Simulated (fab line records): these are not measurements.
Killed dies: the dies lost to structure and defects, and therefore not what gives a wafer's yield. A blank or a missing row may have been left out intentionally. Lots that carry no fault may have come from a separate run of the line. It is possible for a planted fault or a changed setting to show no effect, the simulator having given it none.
Matching of chambers ; flow n5-finfet ; 3 sister chambers for N5_BEOL_M4_DEP_57 on pecvd-01
The step deposits SiCN from 3MS/NH3, target thk 8 nm, time 14 s. 3 wafers are shown with their chamber, then 8 later ones without.

WAFERS WITH THEIR CHAMBER
wafer;chamber;throttle-valve-pct (%)
L082.4;1;8.6
L082.5;2;8.3
L085.2;0;9.6

WAFERS WITHOUT THEIR CHAMBER
wafer;throttle-valve-pct (%)
L085.4;7.9
L085.5;9.0
L086.2;9.8
L086.3;9.6
L086.6;9.6
L095.2;8.9
L095.4;9.5
L095.6;8.7

EACH ONE'S CHAMBER
wafer;from the rows above;in truth
L085.4;can't be placed: 2 or 1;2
L085.5;can't be placed: 1 or 0 or 2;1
L086.2;0;0
L086.3;0;0
L086.6;0;0
L095.2;can't be placed: 1 or 2 or 0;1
L095.4;0;0
L095.6;can't be placed: 1 or 2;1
Correctly placed: 4 of 8. Can't be placed from these rows: 4 (the true chamber is among the candidates in 4). 0 placed wrongly.
How it was worked out, from the rows above alone: a wafer's distance from a chamber is the root of the sum, over the readings, of the square of ((its reading less the chamber's mean) divided by the reading's scatter). If the next closest chamber is less than 2 further off than the closest, the wafer can't be placed; otherwise it belongs to the closest. A chamber's mean is the mean of its shown wafers. The scatter (one wafer shown for each chamber): square how far every hidden wafer sits from the nearest shown wafer, average those squares and take the square root.
